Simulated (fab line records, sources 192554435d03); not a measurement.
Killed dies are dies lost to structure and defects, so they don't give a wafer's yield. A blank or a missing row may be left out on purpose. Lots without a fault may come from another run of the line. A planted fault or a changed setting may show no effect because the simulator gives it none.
fab line records | flow n5_finfet
record lots=11 wafers=33 last_day=18
route steps=1938 shown BEOL_M8@1376 BEOL_M9@1403
lots that met no fault: from a run of the same line without faults
start_h: hours from the record's first day to the start of the lot's first wafer shown | wait_h: hours since the lot's step before | " the same as in the row above | L1.1+2: a row that stands for several wafers | - no value, or no start given | * or withheld: withheld | < > ~ a bound
route shown NAME@n: a module of which the file shows steps, and the number in the route of the first | usual: mean/standard deviation of fault-free wafers | same: alike in all rows | chamber/n: place in a boat | sites: the reading at each site | _std_site: their standard deviation | _edge_site: outer sites' mean less inner sites' | radius_mm: how far each site lies from the wafer's centre | mask NAME#n: copy n | behind: the tool/chamber that last shaped the wafer | hold: why the lot was held/for how many hours/how that ended | device: the transistor (n, p or np) that didn't switch | end of line: the same wafers' tests at the end of the route | a step without rows: its recipe alone | killed: dies lost to structure and defects at the first sort, not the wafer's yield | map: a wafer's dies, x killed, . not, _ none there
set.NAME: the setting as run; set.NAME@STEP: as run at that earlier step | model.NAME: the simulator's own value behind a step, which no gauge read
steps of the route over a sample of lots; a table a step, a row a wafer
services: from which hour (start_h, from the record's first day; less than 0 if before it) a tool's chamber was out of use, for how many hours, and why
## steps
# step N5_BEOL_M8_STRIP_36
# recipe chemistry=N2/H2 power_w=450 temp_c=40 pressure_mtorr=20 rf_frequency_hz=6e+07 overash_fraction=0.3 bias_power_w=7 h2_frac=0.5 n2_flow_sccm=200 h2_flow_sccm=200
# usual chamber_pressure_mTorr=20.00/0.034 drypump_motor_current_A=5.7/0.49 oes_product_au=0.79/0.086 rf_vpp_V=59.3/1.6 showerhead_plenum_p_Torr=2.57/0.097 throttle_valve_pct=23.7/0.31
# same overash_fraction=0.3
# columns lot.wafer tool chamber start_h wait_h chamber_pressure_mTorr drypump_motor_current_A oes_product_au rf_hours_counter_h rf_vpp_V showerhead_plenum_p_Torr throttle_valve_pct
L223.3 rie_diel-05 3 200.52 0.0 19.99 4.9 0.70 205 63.1 2.63 23.7
L223.4 " 2 " " 20.05 5.6 0.90 18 60.7 2.71 23.4
L223.5 " 3 " " 20.06 4.9 0.69 - 58.4 2.63 23.7
L224.1 rie_diel-02 3 211.87 0.0 20.01 5.8 0.67 247 61.0 2.50 23.7
L224.3 " 0 " " 19.97 6.3 0.72 186 56.0 2.52 23.3
L224.6 " 2 " " 20.01 5.9 0.73 - 59.8 2.62 23.7
L225.1 rie_diel-02 2 220.34 0.0 19.97 5.9 0.72 207 58.4 2.62 23.7
L225.3 " 3 " " 19.98 5.8 0.66 250 60.3 2.50 23.7
L225.4 " 1 " " 20.01 6.6 0.79 94 58.1 2.67 23.4
L226.1 rie_diel-06 0 237.11 0.0 20.04 5.8 0.68 247 58.6 2.50 24.2
L226.3 " 1 " " 20.04 5.9 0.93 22 63.2 2.71 24.2
L226.6 " 2 " " 20.03 5.1 0.69 - 61.6 2.41 24.1
L234.2 rie_diel-02 3 287.55 0.0 20.07 5.8 0.91 17 58.0 2.49 23.4
L234.4 " 1 " " 20.04 6.5 0.77 118 61.1 2.66 23.4
L234.6 " 2 " " 20.02 5.9 0.68 - 58.3 2.61 23.7
L239.3 rie_diel-05 2 306.43 0.0 20.04 5.5 0.83 57 61.2 2.69 23.4
L239.4 " 3 " " 19.92 4.9 0.65 - 58.9 2.62 23.7
L239.5 " 1 " " 20.02 5.2 0.77 - 60.5 2.56 24.1
L238.2 rie_diel-06 2 306.46 0.0 19.97 5.1 0.69 237 58.6 2.40 24.1
L238.3 " 1 " " 19.95 5.9 0.88 50 59.1 2.70 24.2
L238.5 " 3 " " 20.03 5.7 0.83 - 63.6 2.67 23.7
L241.2 rie_diel-06 2 312.77 0.0 19.95 5.1 0.67 239 58.3 2.40 24.1
L241.3 " 1 " " 20.00 5.9 0.87 53 59.6 2.69 24.3
L241.5 " 2 " " 20.00 5.1 0.68 - 59.1 2.40 24.1
L243.1 rie_diel-02 3 325.68 0.0 19.89 5.8 0.89 32 57.4 2.49 23.4
L243.3 " 1 " " 19.99 6.6 0.76 131 59.4 2.66 23.4
L243.4 " 2 " " 19.91 6.0 0.68 246 57.5 2.60 23.7
L244.2 rie_diel-05 2 340.35 0.0 20.03 5.6 0.82 71 60.9 2.69 23.4
L244.3 " 0 " " 19.99 5.9 0.83 81 56.9 2.45 23.4
L244.4 " 1 " " 20.04 5.2 0.76 - 59.9 2.55 24.1
L246.2 rie_diel-02 3 349.80 0.0 19.99 5.7 0.87 42 57.2 2.48 23.4
L246.3 " 1 " " 20.00 6.6 0.76 141 60.4 2.65 23.5
L246.4 " 3 " " 20.05 5.8 0.87 - 58.1 2.48 23.4
# step N5_BEOL_M8_CURE_75
# recipe temp_c=370 time_s=120 ambient=DMADMS/He material=SiCOH_lowk
# usual lamp_power_pct=52.31/0.058 wafer_temp_C_max=371.3/0.48
# same time_s=120
# columns lot.wafer tool chamber start_h wait_h lamp_power_pct wafer_temp_C_max
L223.3 uv_cure-02 0 201.55 0.7 52.35 370.7
L223.4 " 0 " " 52.23 371.1
L223.5 " 0 " " 52.26 371.2
L224.1 uv_cure-03 1 212.27 0.0 52.30 371.9
L224.3 " 1 " " 52.30 372.6
L224.6 " 1 " " 52.34 371.7
L225.1 uv_cure-03 2 220.73 0.0 52.34 371.0
L225.3 " 2 " " 52.39 371.1
L225.4 " 2 " " 52.25 371.8
L226.1 uv_cure-02 1 237.60 0.1 52.37 371.4
L226.3 " 1 " " 52.30 371.1
L226.6 " 1 " " 52.22 370.7
L234.2 uv_cure-01 2 288.01 0.1 52.26 372.3
L234.4 " 2 " " 52.30 371.6
L234.6 " 2 " " 52.29 370.9
L239.3 uv_cure-01 0 307.14 0.3 52.35 372.7
L239.4 " 0 " " 52.34 371.7
L239.5 " 0 " " 52.30 372.2
L238.2 uv_cure-01 2 307.39 0.6 52.26 371.4
L238.3 " 2 " " 52.36 370.9
L238.5 " 2 " " 52.32 370.8
L241.2 uv_cure-03 0 313.34 0.2 52.17 371.6
L241.3 " 0 " " 52.35 372.1
L241.5 " 0 " " 52.30 371.8
L243.1 uv_cure-01 2 326.08 0.0 52.29 371.6
L243.3 " 2 " " 52.18 371.3
L243.4 " 2 " " 52.28 371.7
L244.2 uv_cure-03 0 340.79 0.1 52.29 372.1
L244.3 " 0 " " 52.31 372.1
L244.4 " 0 " " 52.35 372.0
L246.2 uv_cure-01 1 350.24 0.1 52.41 371.4
L246.3 " 1 " " 52.31 371.0
L246.4 " 1 " " 52.33 371.2
# step N5_BEOL_M9_THK_MEAS_01
# recipe reads=SiCOH_lowk_of_BEOL_M9_ILD_DEP_00
# usual M9_ILD_THK=269/3.4
# columns lot.wafer tool chamber start_h wait_h M9_ILD_THK[nm]
L223.3 film_metro-01 - 204.60 0.3 265
L223.4 " - " " 268
L223.5 " - " " 269
L224.1 film_metro-02 - 215.38 0.4 269
L224.3 " - " " 273
L224.6 " - " " 271
L225.1 film_metro-02 - 224.96 0.4 267
L225.3 " - " " 273
L225.4 " - " " 272
L226.1 film_metro-02 - 240.51 0.4 269
L226.3 " - " " 270
L226.6 " - " " 274
L234.2 film_metro-02 - 291.27 0.4 266
L234.4 " - " " 273
L234.6 " - " " 272
L238.2 film_metro-02 - 310.13 0.4 266
L238.3 " - " " 265
L238.5 " - " " 272
L239.3 film_metro-01 - 310.97 0.5 269
L239.4 " - " " 275
L239.5 " - " " 274
L241.2 film_metro-01 - 316.77 0.7 265
L241.3 " - " " 264
L241.5 " - " " 273
L243.1 film_metro-02 - 330.57 0.8 269
L243.3 " - " " 267
L243.4 " - " " 273
L244.2 film_metro-01 - 344.43 0.4 266
L244.3 " - " " 267
L244.4 " - " " 271
L246.2 film_metro-01 - 353.24 0.4 270
L246.3 " - " " 268
L246.4 " - " " 273
# step N5_BEOL_M9_EXPOSE_08
# recipe mask_id=M9 na=1.35 source_shape=dipole sigma_inner=0.411 sigma_outer=0.611 polarization=te dose_mj=53.75
# usual exposure_dose_mJ_cm2=53.72/0.053
# columns lot.wafer tool chamber start_h wait_h mask exposure_dose_mJ_cm2
L223.3 arfi_scanner-03 0 205.60 - M9#0 53.65
L223.4 " 0 " " M9#0 53.68
L223.5 " 0 " " M9#0 53.74
L224.1 arfi_scanner-03 0 218.24 - M9#0 53.68
L224.3 " 0 " " M9#0 53.67
L224.6 " 0 " " M9#0 53.74
L225.1 arfi_scanner-02 0 226.68 - M9#0 53.76
L225.3 " 0 " " M9#0 53.85
L225.4 " 0 " " M9#0 53.80
L226.1 arfi_scanner-02 0 240.85 - M9#0 52.81
L226.3 " 0 " " M9#0 52.83
L226.6 " 0 " " M9#0 52.81
L234.2 arfi_scanner-02 0 293.13 - M9#0 52.87
L234.4 " 0 " " M9#0 52.89
L234.6 " 0 " " M9#0 53.02
L238.2 arfi_scanner-01 0 311.34 - M9#0 53.78
L238.3 " 0 " " M9#0 53.78
L238.5 " 0 " " M9#0 53.80
L239.3 arfi_scanner-01 0 311.90 - M9#0 53.69
L239.4 " 0 " " M9#0 53.73
L239.5 " 0 " " M9#0 53.70
L241.2 arfi_scanner-01 0 319.15 - M9#0 53.65
L241.3 " 0 " " M9#0 53.72
L241.5 " 0 " " M9#0 53.68
L243.1 arfi_scanner-01 0 331.93 - M9#0 53.66
L243.3 " 0 " " M9#0 53.64
L243.4 " 0 " " M9#0 53.81
L244.2 arfi_scanner-01 0 347.35 - M9#0 53.64
L244.3 " 0 " " M9#0 53.66
L244.4 " 0 " " M9#0 53.67
L246.2 arfi_scanner-01 0 354.51 - M9#0 53.69
L246.3 " 0 " " M9#0 53.62
L246.4 " 0 " " M9#0 53.67
## services
# columns tool chamber start_h hours kind
arfi_scanner-01 - 185.22 0.8 pm
uv_cure-01 - 193.57 1.0 repair
arfi_scanner-02 - 198.62 0.8 pm
rie_diel-06 0 200.31 15.8 repair
arfi_scanner-03 - 211.42 0.8 pm
uv_cure-01 - 216.77 2.1 pm
arfi_scanner-02 - 221.53 1.0 pm
arfi_scanner-01 - 239.68 1.3 pm
arfi_scanner-02 - 243.28 1.3 pm
arfi_scanner-03 - 243.36 1.5 pm
arfi_scanner-02 - 246.06 3.9 pm
arfi_scanner-03 - 269.57 1.3 pm
arfi_scanner-01 - 273.71 1.0 pm
uv_cure-03 - 274.22 11.7 repair
rie_diel-05 0 304.59 5.7 repair
arfi_scanner-01 - 308.95 0.8 pm
rie_diel-06 3 310.47 18.0 repair
arfi_scanner-03 - 310.54 3.1 pm
arfi_scanner-03 - 321.41 1.0 pm
arfi_scanner-01 - 335.46 5.8 repair
arfi_scanner-02 - 342.53 1.3 repair
arfi_scanner-03 - 343.31 1.5 pm
arfi_scanner-03 - 353.07 2.4 repair
uv_cure-03 - 353.56 0.7 repair
## key
first_sign step=N5_BEOL_M9_EXPOSE_08 reading=exposure_dose_mJ_cm2 direction=down sigmas=16 usual=53.72 struck=52.87
effect none on later readings
met_at N5_BEOL_M9_EXPOSE_08
struck_lots L226,L234
loop_trim step=N5_BEOL_M9_EXPOSE_08 setting=dose lots=L234
not_acting_at N5_BEOL_M8_STRIP_36,N5_BEOL_M8_CURE_75,N5_BEOL_M9_THK_MEAS_01
onset_between 226.68 240.85
fault kind=process_parameter_drift tool=arfi_scanner-02 chamber=- onset_h=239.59 steps=N5_BEOL_M9_EXPOSE_08 channel=dose_mj offset=-1.0047 shape=step acts_in=these_recipes_only stated=53.75
# loop_trim: a control loop set the setting to another value than it would have without faults
